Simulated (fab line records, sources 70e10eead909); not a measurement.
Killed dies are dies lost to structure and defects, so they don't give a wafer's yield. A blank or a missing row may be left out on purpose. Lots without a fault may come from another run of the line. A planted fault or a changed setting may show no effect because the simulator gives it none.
Chamber matching | flow nand_harc | NHARC_A_STAIRCASE_DESCUM_168 on rie_diel-08: 3 sister chambers
The step chemistry O2, time 3 s. 3 wafers are shown with their chamber, then 7 later ones without.

WAFERS WITH THEIR CHAMBER
wafer  | chamber | showerhead_plenum_p_Torr (Torr)
L082.1 | 1       | 1.82
L083.3 | 3       | 1.87
L092.1 | 2       | 1.88

WAFERS WITHOUT THEIR CHAMBER
wafer  | showerhead_plenum_p_Torr (Torr)
L092.3 | 1.81
L092.4 | 1.87
L095.2 | 1.88
L095.4 | 1.87
L095.6 | 1.81
L097.1 | 1.88
L097.2 | 1.86

WHICH CHAMBER EACH WENT THROUGH
wafer  | from the rows above     | in truth
L092.3 | 1                       | 1
L092.4 | can't be placed: 3 or 2 | 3
L095.2 | can't be placed: 2 or 3 | 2
L095.4 | can't be placed: 3 or 2 | 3
L095.6 | 1                       | 1
L097.1 | can't be placed: 2 or 3 | 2
L097.2 | can't be placed: 3 or 2 | 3
Placed correctly: 2 of 7. Can't be placed from these rows: 5 (the true chamber is among the candidates in 5). Placed wrongly: 0.
How it was worked out, from the rows above alone: a wafer's distance from a chamber is the root of the sum, over the readings, of the square of ((its reading less the chamber's mean) divided by the reading's scatter). The wafer belongs to the nearest chamber; if the next one is less than 2 further off, it can't be placed. A chamber's mean is the mean of its shown wafers. The scatter: with one shown wafer a chamber, the root of the mean of the squares of how far each hidden wafer lies from its nearest shown one.
